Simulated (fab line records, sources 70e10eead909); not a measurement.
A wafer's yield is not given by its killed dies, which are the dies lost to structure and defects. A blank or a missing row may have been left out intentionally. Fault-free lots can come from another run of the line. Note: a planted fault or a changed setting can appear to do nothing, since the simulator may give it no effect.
fab line records	flow nand-harc
[record] lots = 24	wafers = 72	last-day = 25
route steps=1159 shown P_ZERO_WELL@19 P_STI@100 P_GATE@213 P_CONTACT@217 P_M0@268
lots that met no fault: from a run of the same line without faults
start-h: the number of hours between the record's first day and the start of the first shown wafer of the lot	wait-h: hours elapsed since this lot's preceding step	" the same as in the row above	L1.1+2: a row that stands for several wafers	- value missing, or start not given	* or withheld: withheld	< > ~ a bound
route shown NAME@n: a module of which the file shows steps, and the number in the route of the first	usual: mean and standard deviation over wafers with no fault	same: alike in all rows	chamber/n: place in a boat	sites: per-site readings	_std_site: how widely they spread, as a standard deviation	_edge_site: the outer-site mean with the inner-site mean subtracted	radius-mm: for every site, how far away it sits from the centre of the wafer	mask NAME#n: copy n	behind: the last tool/chamber to shape the wafer	hold: the reason the lot was held/the length of the hold in hours/how it ended	device: names the non-switching transistor (n, p or np)	end of line: at the end of the route, the tests of the same wafers	a step given without rows: its recipe and nothing more	killed: not the wafer's yield, but the dies lost to structure and defects at the first sort	map: shows each die of a wafer: x if killed, . if not, _ if none is there
set.NAME: the setting the step ran with; set.NAME@STEP: the setting that earlier step ran with	model.NAME: the simulator's own value behind a step, which no gauge read
one table for each step of the route and one row for each wafer, over a sample of lots
services: when a tool's chamber went out of use (start-h, in hours from the record's first day, below 0 if earlier), for how many hours, and the reason
[[steps]]
[step NHARC_P_ZERO_WELL_ETCH_63]
[recipe] target-depth-a = 1200	time-s = 40.1	hbr-flow-sccm = 150	cl2-flow-sccm = 50	rf-w = 400	icp-w = 400	bias-w = 100	chemistry = HBr/Cl2
[usual] chamber-pressure-mTorr = 15.001/0.013	drypump-motor-current-A = 5.7/0.39	he-backside-leak-sccm = 2.64/0.2	oes-product-au = 0.994/0.011	throttle-valve-pct = 26.405/0.0081
lot.wafer	tool	chamber	start-h	wait-h	chamber-pressure-mTorr	drypump-motor-current-A	he-backside-leak-sccm	oes-product-au	rf-hours-counter-h	throttle-valve-pct
L074.1	rie-si-03	0	13.68	-	15.007	5.4	2.43	0.989	0.3	26.413
L074.3	"	1	"	"	14.986	5.2	2.53	0.999	0.3	26.417
L074.6	"	2	"	"	15.020	6.2	2.90	0.982	-	26.413
L075.3	rie-si-04	0	19.55	-	15.009	6.0	2.61	1.007	0.9	26.400
L075.2	"	2	"	"	15.002	5.4	3.08	1.001	0.6	26.409
L075.5	"	3	"	"	14.989	5.6	2.79	0.996	-	26.409
L076.2	rie-si-04	1	25.59	-	14.986	6.1	2.19	1.000	0.8	26.408
L076.4	"	2	"	"	14.983	5.4	2.98	1.006	0.7	26.406
L076.6	"	3	"	"	14.999	5.6	2.60	0.995	-	26.391
L077.4	rie-si-03	3	31.65	-	15.011	5.9	2.62	0.984	0.5	26.407
L077.3	"	1	"	"	14.975	5.2	2.45	0.996	0.5	26.407
L077.6	"	0	"	"	15.007	5.3	2.45	0.989	-	26.409
L078.4	rie-si-03	0	37.67	-	14.984	5.4	2.55	0.996	0.5	26.400
L078.2	"	2	"	"	14.976	6.2	2.75	0.972	0.6	26.406
L078.5	"	0	"	"	14.987	5.3	2.57	0.988	-	26.408
L079.4	rie-si-06	2	43.66	-	14.990	6.0	2.78	0.984	0.3	26.394
L079.2	"	3	"	"	14.989	6.3	2.43	0.998	0.2	26.389
L079.3	"	1	"	"	15.008	5.2	2.40	1.000	0.2	26.409
L080.2	rie-si-06	0	49.57	-	15.017	5.3	2.70	0.971	0.2	26.410
L080.3	"	1	"	"	14.994	5.2	2.33	0.993	0.2	26.406
L080.5	"	3	"	"	15.002	6.3	2.55	0.999	-	26.405
L081.3	rie-si-04	0	55.68	-	14.990	6.0	2.66	0.983	1.2	26.404
L081.1	"	1	"	"	15.004	6.1	2.56	1.000	1.0	26.397
L081.5	"	3	"	"	15.005	5.6	2.57	0.988	-	26.401
L082.1	rie-si-06	2	61.55	-	15.002	6.1	2.72	0.981	0.4	26.390
L082.3	"	3	"	"	14.985	6.3	2.49	1.002	0.4	26.411
L082.5	"	1	"	"	14.967	5.2	2.44	0.999	-	26.388
L083.1	rie-si-03	1	67.67	-	15.012	5.2	2.41	1.001	0.9	26.404
L083.3	"	0	"	"	14.996	5.3	2.56	1.005	0.8	26.408
L083.6	"	2	"	"	14.994	6.2	3.30	0.979	-	26.409
L084.3	rie-si-06	2	73.69	-	15.011	6.0	2.72	0.982	0.5	26.398
L084.4	"	0	"	"	15.023	5.4	2.74	0.978	0.4	26.409
L084.6	"	3	"	"	14.994	6.3	2.49	1.008	-	26.417
L085.1	rie-si-06	1	79.67	-	14.981	5.2	2.51	0.993	0.4	26.412
L085.4	"	2	"	"	14.996	6.1	2.77	0.978	0.6	26.418
L085.2	"	3	"	"	15.005	6.3	2.53	0.992	0.6	26.413
L086.1	rie-si-04	1	85.74	-	15.005	6.1	3.21	0.990	1.4	26.392
L086.3	"	2	"	"	15.009	5.4	2.92	0.998	1.3	26.412
L086.6	"	2	"	"	15.015	5.4	2.87	1.006	-	26.410
L087.3	rie-si-06	0	91.73	-	14.995	5.4	2.83	0.991	0.5	26.405
L087.2	"	2	"	"	15.027	6.1	2.78	0.983	0.6	26.416
L087.5	"	3	"	"	14.986	6.3	2.57	0.996	-	26.417
L088.2	rie-si-04	0	97.69	-	14.993	6.0	2.73	1.009	1.6	26.398
L088.5	"	2	"	"	14.994	5.4	2.84	1.005	-	26.411
L088.4	"	1	"	"	15.016	6.1	2.28	0.986	-	26.407
L089.1	rie-si-03	2	103.69	-	14.992	6.2	2.92	0.974	1.3	26.400
L089.3	"	3	"	"	14.988	5.9	2.62	1.001	1.2	26.411
L089.6	"	0	"	"	14.995	5.3	2.50	0.996	-	26.405
L090.2	rie-si-04	3	109.65	-	15.020	5.6	2.83	0.985	0.0	26.400
L090.5	"	3	"	"	15.002	5.6	2.81	0.985	-	26.405
L090.6	"	0	"	"	14.999	6.0	2.68	0.988	-	26.413
L091.1	rie-si-04	1	115.54	-	14.980	6.1	2.37	1.000	0.0	26.406
L091.3	"	2	"	"	15.006	5.4	3.01	1.027	0.0	26.409
L091.6	"	1	"	"	15.002	6.1	2.36	0.997	-	26.398
L092.3	rie-si-03	3	121.54	-	14.999	5.9	2.55	1.009	1.3	26.409
L092.1	"	1	"	"	14.993	5.2	2.49	1.010	1.3	26.397
L092.4	"	2	"	"	15.006	6.2	2.82	0.978	1.4	26.399
L093.1	rie-si-06	2	127.53	-	15.013	6.1	2.66	0.973	1.0	26.408
L093.5	"	2	"	"	15.007	6.0	2.74	0.974	-	26.410
L093.6	"	3	"	"	15.007	6.3	2.55	1.000	-	26.409
L094.1	rie-si-06	0	133.53	-	14.982	5.4	2.76	0.998	0.9	26.408
L094.2	"	1	"	"	14.985	5.2	2.48	0.981	0.9	26.420
L094.4	"	3	"	"	15.018	6.3	2.50	0.987	1.1	26.390
L095.4	rie-si-06	0	139.66	-	15.023	5.4	2.64	1.001	1.0	26.399
L095.3	"	2	"	"	14.994	6.0	2.87	0.978	1.2	26.424
L095.1	"	3	"	"	15.001	6.3	2.46	1.001	1.2	26.400
L096.2	rie-si-03	1	145.57	-	14.991	5.2	2.42	0.999	1.5	26.415
L096.6	"	3	"	"	15.000	5.8	2.70	0.991	-	26.410
L096.5	"	0	"	"	14.983	5.3	2.48	0.998	-	26.400
L097.4	rie-si-04	1	151.53	-	14.998	6.1	2.40	1.000	0.3	26.410
L097.2	"	2	"	"	15.005	5.4	3.06	1.023	0.4	26.410
L097.5	"	2	"	"	14.988	5.4	2.98	1.014	-	26.417
[step NHARC_P_STI_CMP_21]
[recipe] t-overpolish-s = 20	target-thk-nm = 380.67
[usual] motor-current-A = 11.7/1.3	overpolish-run-s = 19.999/0.0093	slurry-filter-dp-kPa = 13.49/0.13
lot.wafer	tool	chamber	start-h	wait-h	motor-current-A	overpolish-run-s	slurry-filter-dp-kPa
L074.1	cmp-01	3	51.05	0.4	13.5	19.996	13.25
L074.3	"	2	"	"	10.7	19.991	13.37
L074.6	"	0	"	"	11.4	20.013	13.63
L075.2	cmp-03	0	63.57	0.4	10.9	20.014	13.48
L075.3	"	1	"	"	12.3	20.006	13.48
L075.5	"	0	"	"	10.6	20.001	13.48
L077.4	cmp-03	2	68.27	0.4	10.9	19.994	13.75
L077.3	"	3	"	"	11.2	19.993	13.62
L077.6	"	3	"	"	11.2	19.992	13.42
L076.4	cmp-01	3	68.30	0.4	13.1	20.007	13.49
L076.2	"	0	"	"	11.9	19.982	13.63
L076.6	"	2	"	"	10.5	19.997	13.35
L078.4	cmp-03	2	81.79	0.4	11.6	20.007	13.53
L078.2	"	1	"	"	12.6	20.011	13.52
L078.5	"	3	"	"	11.7	20.001	13.71
L079.3	cmp-02	0	81.80	0.4	12.8	19.963	13.58
L079.4	"	2	"	"	12.2	20.004	13.53
L079.2	"	3	"	"	9.7	19.996	13.44
L080.2	cmp-01	2	90.06	0.4	10.5	20.009	13.50
L080.3	"	3	"	"	13.6	19.979	13.43
L080.5	"	3	"	"	13.2	19.990	13.34
L081.1	cmp-02	3	99.03	0.4	10.5	20.013	13.76
L081.3	"	2	"	"	11.7	20.003	13.48
L081.5	"	3	"	"	9.5	20.003	13.50
L082.3	cmp-01	3	107.04	0.4	13.0	19.995	13.54
L082.1	"	2	"	"	11.3	20.009	13.40
L082.5	"	3	"	"	14.0	19.987	13.74
L084.4	cmp-02	2	115.64	0.4	11.7	19.989	13.40
L084.3	"	0	"	"	13.3	19.990	13.60
L084.6	"	2	"	"	12.2	20.010	13.36
L083.3	cmp-03	1	115.64	0.4	12.4	19.997	13.71
L083.1	"	0	"	"	11.2	19.985	13.54
L083.6	"	2	"	"	11.0	20.001	13.72
L086.3	cmp-02	0	135.69	0.4	13.5	19.992	13.44
L086.1	"	1	"	"	13.2	19.992	13.73
L086.6	"	1	"	"	13.1	19.993	13.75
L085.4	cmp-03	1	135.72	0.4	12.8	19.991	13.55
L085.2	"	2	"	"	11.3	20.005	13.58
L085.1	"	3	"	"	11.2	20.007	13.43
L087.2	cmp-01	0	135.72	0.4	11.1	19.989	13.60
L087.3	"	1	"	"	9.8	19.994	13.35
L087.5	"	0	"	"	11.8	20.002	13.26
L088.2	cmp-02	2	145.31	0.4	11.4	19.987	13.39
L088.4	"	3	"	"	9.7	20.000	13.65
L088.5	"	3	"	"	10.2	19.994	13.30
L089.3	cmp-02	0	153.64	0.4	12.6	19.996	13.51
L089.1	"	1	"	"	13.7	20.006	13.66
L089.6	"	0	"	"	12.6	19.999	13.69
L090.2	cmp-01	0	153.69	0.4	11.3	20.019	13.25
L090.6	"	2	"	"	10.4	19.993	13.71
L090.5	"	3	"	"	13.9	20.000	13.52
L091.1	cmp-02	1	159.65	0.4	13.6	19.996	13.47
L091.3	"	3	"	"	9.7	19.998	13.71
L091.6	"	2	"	"	12.0	20.001	13.40
L092.4	cmp-01	3	159.67	0.4	13.9	20.003	13.49
L092.3	"	0	"	"	11.2	20.002	13.43
L092.1	"	1	"	"	10.1	19.994	13.51
L093.1	cmp-01	2	173.59	0.4	11.0	20.009	13.58
L093.6	"	2	"	"	10.4	19.980	13.38
L093.5	"	3	"	"	13.6	20.000	13.41
L095.4	cmp-03	3	179.54	0.4	11.4	20.014	13.40
L095.3	"	0	"	"	11.1	19.994	13.38
L095.1	"	2	"	"	11.0	19.997	13.35
L094.2	cmp-02	0	179.57	0.4	13.7	20.019	13.61
L094.1	"	1	"	"	13.5	20.004	13.70
L094.4	"	2	"	"	11.4	19.999	13.33
L096.2	cmp-01	2	187.01	0.4	10.7	20.000	13.58
L096.5	"	1	"	"	9.5	20.009	13.23
L096.6	"	2	"	"	10.5	20.008	13.44
L097.2	cmp-02	3	191.41	0.4	9.6	20.009	13.60
L097.4	"	0	"	"	13.1	20.008	13.53
L097.5	"	0	"	"	13.4	20.005	13.40
[step NHARC_P_GATE_RTA_80]
[recipe] temp-c = 300	time-s = 30
[usual] lamp-power-pct = 2.04/0.16	lamp_zone_5_pct = 2.04/0.17	wafer_temp_C_max = 301.7/0.38
lot.wafer	tool	chamber	start-h	wait-h	lamp-power-pct	lamp_zone_5_pct	wafer_temp_C_max
L074.1	rtp-anneal-01	0	99.49	-	2.19	2.19	302.0
L074.3	"	0	"	"	2.19	2.19	302.1
L074.6	"	0	"	"	2.19	2.19	301.6
L075.2	rtp-anneal-02	0	115.22	-	1.84	1.84	301.6
L075.3	"	0	"	"	1.84	1.84	301.2
L075.5	"	0	"	"	1.85	1.84	301.2
L077.3	rtp-anneal-02	0	117.29	-	1.85	1.85	301.4
L077.4	"	0	"	"	1.85	1.85	301.4
L077.6	"	0	"	"	1.85	1.85	301.5
L076.2	rtp-anneal-02	0	117.69	-	1.85	1.85	301.6
L076.4	"	0	"	"	1.85	1.85	301.4
L076.6	"	0	"	"	1.85	1.85	301.9
L079.2	rtp-anneal-01	0	130.47	-	2.18	2.18	301.9
L079.3	"	0	"	"	2.18	2.18	302.8
L079.4	"	0	"	"	2.18	2.18	301.2
L078.2	rtp-anneal-02	0	130.66	-	1.84	1.85	301.5
L078.4	"	0	"	"	1.84	1.85	301.8
L078.5	"	0	"	"	1.84	1.85	301.5
L080.2	rtp-anneal-01	0	146.69	-	2.18	2.18	301.6
L080.3	"	0	"	"	2.18	2.18	301.4
L080.5	"	0	"	"	2.18	2.18	301.2
L081.1	rtp-anneal-01	0	149.55	-	2.18	2.18	301.8
L081.3	"	0	"	"	2.17	2.18	302.0
L081.5	"	0	"	"	2.18	2.18	302.2
L082.1	rtp-anneal-01	0	157.05	-	2.18	2.18	302.1
L082.3	"	0	"	"	2.18	2.18	302.3
L082.5	"	0	"	"	2.18	2.18	301.9
L084.3	rtp-anneal-02	0	167.24	-	1.84	1.84	301.7
L084.4	"	0	"	"	1.85	1.84	301.0
L084.6	"	0	"	"	1.84	1.85	301.9
L083.1	rtp-anneal-01	0	167.92	-	2.18	2.18	301.9
L083.3	"	0	"	"	2.18	2.18	301.8
L083.6	"	0	"	"	2.18	2.18	302.5
L085.1	rtp-anneal-01	0	189.85	-	2.18	2.18	301.9
L085.2	"	0	"	"	2.18	2.18	301.6
L085.4	"	0	"	"	2.18	2.18	301.8
L087.2	rtp-anneal-02	0	190.96	-	1.85	1.84	301.6
L087.3	"	0	"	"	1.85	1.84	301.4
L087.5	"	0	"	"	1.85	1.84	301.3
L086.1	rtp-anneal-01	0	191.83	-	2.18	2.18	301.6
L086.3	"	0	"	"	2.18	2.18	301.5
L086.6	"	0	"	"	2.18	2.18	301.9
L088.2	rtp-anneal-01	0	199.50	-	2.19	2.19	301.4
L088.4	"	0	"	"	2.19	2.19	301.9
L088.5	"	0	"	"	2.19	2.19	301.6
L089.1	rtp-anneal-01	0	206.69	-	2.18	2.18	301.6
L089.3	"	0	"	"	2.18	2.18	301.8
L089.6	"	0	"	"	2.18	2.18	301.7
L090.2	rtp-anneal-01	0	207.85	-	2.18	2.18	301.7
L090.5	"	0	"	"	2.18	2.18	301.4
L090.6	"	0	"	"	2.18	2.18	301.9
L091.1	rtp-anneal-02	0	211.65	-	1.85	1.85	301.7
L091.3	"	0	"	"	1.85	1.85	301.6
L091.6	"	0	"	"	1.85	1.85	301.2
L092.1	rtp-anneal-02	0	212.88	-	1.85	1.85	301.5
L092.3	"	0	"	"	1.85	1.85	302.3
L092.4	"	0	"	"	1.85	1.85	301.4
L093.1	rtp-anneal-01	0	226.69	-	2.18	2.18	301.7
L093.5	"	0	"	"	2.18	2.18	302.4
L093.6	"	0	"	"	2.18	2.18	302.5
L095.1	rtp-anneal-01	0	227.05	-	2.18	2.18	302.1
L095.3	"	0	"	"	2.18	2.18	302.2
L095.4	"	0	"	"	2.18	2.18	301.3
L094.1	rtp-anneal-01	0	227.58	-	2.19	2.19	301.8
L094.2	"	0	"	"	2.19	2.19	302.3
L094.4	"	0	"	"	2.19	2.19	301.6
L096.2	rtp-anneal-02	0	236.64	-	1.85	1.85	301.5
L096.5	"	0	"	"	1.85	1.85	301.5
L096.6	"	0	"	"	1.85	1.85	301.6
L097.2	rtp-anneal-02	0	242.43	-	1.85	1.85	302.2
L097.4	"	0	"	"	1.85	1.85	301.5
L097.5	"	0	"	"	1.84	1.84	301.1
[step NHARC_P_CONTACT_DEP_30]
[recipe] target-thk-a = 300	temp-c = 400	target-thk-nm = 30	flow-sccm = 200	rf-w = 450	material = SiNx
[usual] heater-power-w = 772/78
lot.wafer	tool	chamber	start-h	wait-h	heater-power-w
L074.1	pecvd-01	2	100.23	0.1	839
L074.3	"	0	"	"	903
L074.6	"	0	"	"	729
L075.3	pecvd-01	1	116.04	0.2	746
L075.2	"	2	"	"	817
L075.5	"	1	"	"	734
L077.3	pecvd-01	2	118.05	0.1	836
L077.6	"	0	"	"	756
L077.4	"	1	"	"	752
L076.2	pecvd-04	2	118.39	0.1	625
L076.4	"	2	"	"	642
L076.6	"	1	"	"	771
L079.3	pecvd-04	2	131.17	0.1	712
L079.2	"	0	"	"	751
L079.4	"	1	"	"	857
L078.2	pecvd-01	2	132.12	0.8	781
L078.4	"	0	"	"	813
L078.5	"	1	"	"	667
L080.2	pecvd-03	1	147.73	0.4	654
L080.3	"	2	"	"	747
L080.5	"	2	"	"	758
L081.1	pecvd-03	1	150.28	0.1	708
L081.3	"	2	"	"	835
L081.5	"	0	"	"	858
L082.1	pecvd-01	0	157.90	0.2	775
L082.3	"	1	"	"	750
L082.5	"	1	"	"	745
L084.3	pecvd-04	2	167.91	0.1	700
L084.6	"	2	"	"	711
L084.4	"	1	"	"	893
L083.1	pecvd-04	2	168.64	0.1	709
L083.3	"	0	"	"	750
L083.6	"	2	"	"	696
L085.1	pecvd-04	2	190.59	0.1	611
L085.2	"	0	"	"	813
L085.4	"	2	"	"	624
L087.3	pecvd-01	2	191.70	0.1	880
L087.2	"	0	"	"	731
L087.5	"	0	"	"	755
L086.1	pecvd-03	0	192.56	0.1	879
L086.3	"	2	"	"	863
L086.6	"	1	"	"	640
L088.2	pecvd-01	0	200.19	0.1	850
L088.4	"	0	"	"	890
L088.5	"	1	"	"	663
L089.1	pecvd-01	0	207.85	0.2	766
L089.3	"	1	"	"	688
L089.6	"	0	"	"	778
L090.2	pecvd-01	2	208.54	0.1	902
L090.5	"	0	"	"	889
L090.6	"	1	"	"	676
L091.3	pecvd-03	2	212.37	0.1	717
L091.1	"	1	"	"	699
L091.6	"	0	"	"	757
L092.3	pecvd-01	0	213.60	0.1	847
L092.1	"	1	"	"	713
L092.4	"	0	"	"	877
L093.1	pecvd-03	1	227.52	0.1	659
L093.6	"	0	"	"	821
L093.5	"	2	"	"	868
L095.3	pecvd-03	1	228.01	0.3	666
L095.1	"	2	"	"	819
L095.4	"	0	"	"	753
L094.1	pecvd-01	1	228.58	0.1	701
L094.2	"	2	"	"	857
L094.4	"	2	"	"	883
L096.2	pecvd-04	0	237.54	0.3	797
L096.6	"	1	"	"	720
L096.5	"	0	"	"	808
L097.2	pecvd-03	2	243.13	0.1	809
L097.4	"	2	"	"	807
L097.5	"	0	"	"	710
[step NHARC_P_CONTACT_INSPECT_14]
[usual] raw-defect-count = 3.5/2
lot.wafer	tool	chamber	start-h	wait-h	raw-defect-count
L074.1	defect-inspect-02	-	101.91	0.0	1
L074.3	"	-	"	"	6
L074.6	"	-	"	"	2
L075.2	defect-inspect-01	-	117.54	0.0	1
L075.3	"	-	"	"	3
L075.5	"	-	"	"	4
L077.3	defect-inspect-02	-	119.59	0.0	3
L077.4	"	-	"	"	3
L077.6	"	-	"	"	4
L076.2	defect-inspect-01	-	120.05	0.0	0
L076.4	"	-	"	"	2
L076.6	"	-	"	"	2
L079.2	defect-inspect-02	-	132.84	0.0	3
L079.3	"	-	"	"	4
L079.4	"	-	"	"	4
L078.2	defect-inspect-02	-	133.71	0.0	2
L078.4	"	-	"	"	3
L078.5	"	-	"	"	1
L080.2	defect-inspect-01	-	149.39	0.0	3
L080.3	"	-	"	"	2
L080.5	"	-	"	"	8
L081.1	defect-inspect-02	-	151.82	0.0	4
L081.3	"	-	"	"	0
L081.5	"	-	"	"	5
L082.1	defect-inspect-01	-	159.56	0.0	1
L082.3	"	-	"	"	3
L082.5	"	-	"	"	2
L084.3	defect-inspect-02	-	169.46	0.0	2
L084.4	"	-	"	"	3
L084.6	"	-	"	"	1
L083.1	defect-inspect-02	-	170.31	0.0	0
L083.3	"	-	"	"	7
L083.6	"	-	"	"	4
L085.1	defect-inspect-01	-	192.25	0.0	2
L085.2	"	-	"	"	3
L085.4	"	-	"	"	3
L087.2	defect-inspect-02	-	193.36	0.0	4
L087.3	"	-	"	"	2
L087.5	"	-	"	"	3
L086.1	defect-inspect-01	-	194.10	0.0	1
L086.3	"	-	"	"	2
L086.6	"	-	"	"	7
L088.2	defect-inspect-01	-	201.86	0.0	1
L088.4	"	-	"	"	0
L088.5	"	-	"	"	3
L089.1	defect-inspect-02	-	209.37	0.1	5
L089.3	"	-	"	"	3
L089.6	"	-	"	"	3
L090.2	defect-inspect-01	-	210.22	0.0	3
L090.5	"	-	"	"	4
L090.6	"	-	"	"	4
L091.1	defect-inspect-01	-	213.90	0.0	5
L091.3	"	-	"	"	3
L091.6	"	-	"	"	2
L092.1	defect-inspect-01	-	215.27	0.0	10
L092.3	"	-	"	"	5
L092.4	"	-	"	"	8
L093.1	defect-inspect-02	-	229.03	0.0	3
L093.5	"	-	"	"	1
L093.6	"	-	"	"	4
L095.1	defect-inspect-01	-	229.64	0.0	4
L095.3	"	-	"	"	8
L095.4	"	-	"	"	3
L094.1	defect-inspect-01	-	230.14	0.0	4
L094.2	"	-	"	"	4
L094.4	"	-	"	"	1
L096.2	defect-inspect-02	-	239.02	0.0	2
L096.5	"	-	"	"	3
L096.6	"	-	"	"	4
L097.2	defect-inspect-02	-	244.80	0.0	4
L097.4	"	-	"	"	4
L097.5	"	-	"	"	5
[step NHARC_P_M0_ETCH_15]
[recipe] target-depth-a = 1500	overetch-a = 150	time-s = 82.5	c4f8-flow-sccm = withheld	ar-flow-sccm = 400	rf-w = 600	bias-w = 300	chemistry = C4F8/Ar
[usual] chamber-pressure-mTorr = 25.000/0.024	oes-product-au = 0.961/0.021	rf-vpp-V = 441.9/2.8
lot.wafer	tool	chamber	start-h	wait-h	chamber-pressure-mTorr	oes-product-au	rf-hours-counter-h	rf-vpp-V
L074.3	rie-diel-02	2	-	-	24.957	0.969	10	444.8
L074.1	"	3	"	"	25.034	0.953	9	443.8
L074.6	"	3	"	"	24.971	0.940	-	445.5
L075.3	rie-diel-02	3	-	-	25.001	0.952	10	445.5
L075.2	"	1	"	"	25.055	1.011	12	442.1
L075.5	"	2	"	"	25.025	0.984	-	444.1
L077.4	rie-diel-02	3	-	-	24.992	0.927	10	444.7
L077.3	"	0	"	"	24.970	0.952	11	442.9
L077.6	"	0	"	"	24.969	0.946	-	442.2
L076.2	rie-diel-02	2	-	-	24.988	0.951	12	443.5
L076.4	"	3	"	"	25.028	0.938	10	443.6
L076.6	"	3	"	"	24.974	0.933	-	443.9
L079.3	rie-diel-02	0	-	-	25.007	0.998	12	443.8
L079.2	"	1	"	"	25.027	0.985	13	441.3
L079.4	"	2	"	"	24.997	0.970	13	445.1
L078.4	rie-diel-13	0	-	-	24.964	0.950	0	437.1
L078.2	"	1	"	"	24.983	0.976	0	442.6
L078.5	"	0	"	"	24.968	0.954	-	438.5
L080.2	rie-diel-04	2	-	-	25.019	0.973	3	439.5
L080.3	"	3	"	"	25.039	0.974	3	444.0
L080.5	"	1	"	"	24.963	0.978	-	444.5
L081.1	rie-diel-04	2	-	-	25.010	0.964	4	438.0
L081.3	"	0	"	"	24.957	0.973	4	444.1
L081.5	"	1	"	"	24.993	0.968	-	444.2
L082.1	rie-diel-13	2	-	-	25.021	0.968	2	437.3
L082.3	"	3	"	"	24.971	0.952	3	442.8
L082.5	"	0	"	"	25.038	0.967	-	436.0
L084.3	rie-diel-04	0	-	-	25.006	0.974	7	442.2
L084.6	"	2	"	"	25.013	0.951	-	437.9
L084.4	"	0	"	"	25.005	0.976	-	441.9
L083.1	rie-diel-13	0	-	-	25.022	0.978	3	435.4
L083.3	"	2	"	"	25.002	0.967	3	437.0
L083.6	"	1	"	"	25.020	0.966	-	444.2
L085.4	rie-diel-04	0	-	-	24.996	0.960	7	442.7
L085.1	"	1	"	"	24.995	0.945	8	445.0
L085.2	"	2	"	"	24.997	0.942	8	439.6
L087.3	rie-diel-13	1	-	-	25.014	0.976	3	442.1
L087.2	"	2	"	"	25.012	0.973	4	437.3
L087.5	"	0	"	"	25.028	0.963	-	436.6
L086.3	rie-diel-04	0	-	-	24.990	0.989	8	443.2
L086.1	"	2	"	"	24.944	0.956	9	438.5
L086.6	"	0	"	"	25.006	0.991	-	444.7
L088.4	rie-diel-13	3	-	-	24.993	0.967	5	442.3
L088.2	"	2	"	"	24.973	0.995	5	436.5
L088.5	"	3	"	"	24.995	0.948	-	441.8
L089.1	rie-diel-13	2	-	-	24.994	0.959	5	437.6
L089.3	"	3	"	"	24.994	0.977	5	444.2
L089.6	"	2	"	"	24.982	0.955	-	436.6
L090.2	rie-diel-04	0	-	-	25.017	0.920	9	441.2
L090.5	"	3	"	"	25.022	0.935	-	443.7
L090.6	"	0	"	"	25.031	0.923	-	442.9
L091.1	rie-diel-02	2	-	-	24.968	1.000	4	442.3
L091.3	"	3	"	"	25.010	0.986	3	444.4
L091.6	"	1	"	"	24.962	0.969	-	443.3
L092.4	rie-diel-13	2	-	-	24.983	0.965	5	437.6
L092.1	"	3	"	"	24.985	0.947	6	441.0
L092.3	"	0	"	"	24.993	0.982	5	437.0
L093.1	rie-diel-04	1	-	-	24.995	0.915	10	444.5
L093.6	"	1	"	"	25.021	0.933	-	445.9
L093.5	"	2	"	"	24.990	0.917	-	437.5
L095.3	rie-diel-13	1	-	-	25.024	0.933	6	442.8
L095.1	"	2	"	"	24.969	0.930	7	437.7
L095.4	"	2	"	"	24.992	0.929	-	436.7
L094.1	rie-diel-02	3	-	-	25.007	0.955	5	444.5
L094.2	"	0	"	"	25.056	0.946	4	442.2
L094.4	"	2	"	"	24.997	0.963	-	444.9
L096.2	rie-diel-02	0	-	-	25.065	0.961	5	441.5
L096.6	"	3	"	"	25.044	0.973	-	443.4
L096.5	"	2	"	"	24.983	0.980	-	443.5
L097.2	rie-diel-13	2	-	-	25.035	0.970	8	436.9
L097.4	"	1	"	"	25.002	0.965	-	444.6
L097.5	"	2	"	"	24.992	0.962	-	437.3
[[services]]
tool	chamber	start-h	hours	kind
rie-si-06	-	6.00	9.0	pm
cmp-02	-	30.50	4.0	pm
cmp-02	-	37.65	0.4	repair
rie-diel-13	2	39.08	6.7	repair
pecvd-01	0	51.96	14.3	repair
cmp-01	-	52.81	1.2	repair
pecvd-01	-	56.13	13.0	pm
cmp-02	-	61.20	3.1	repair
cmp-01	-	68.72	3.6	repair
cmp-01	-	77.29	1.3	repair
cmp-01	-	81.50	4.0	pm
cmp-02	-	82.15	0.4	repair
cmp-02	-	107.64	0.8	repair
cmp-02	-	125.65	2.3	repair
rie-diel-13	-	126.02	9.0	pm
cmp-02	-	128.50	4.0	pm
pecvd-01	-	139.58	1.0	repair
cmp-02	-	149.92	1.4	repair
cmp-01	-	179.50	4.0	pm
rie-si-06	-	183.00	9.0	pm
cmp-02	-	220.94	1.1	repair
cmp-02	-	226.50	4.0	pm
rie-diel-13	0	230.03	35.6	repair
pecvd-01	-	237.13	13.0	pm
[[key]]
fault none
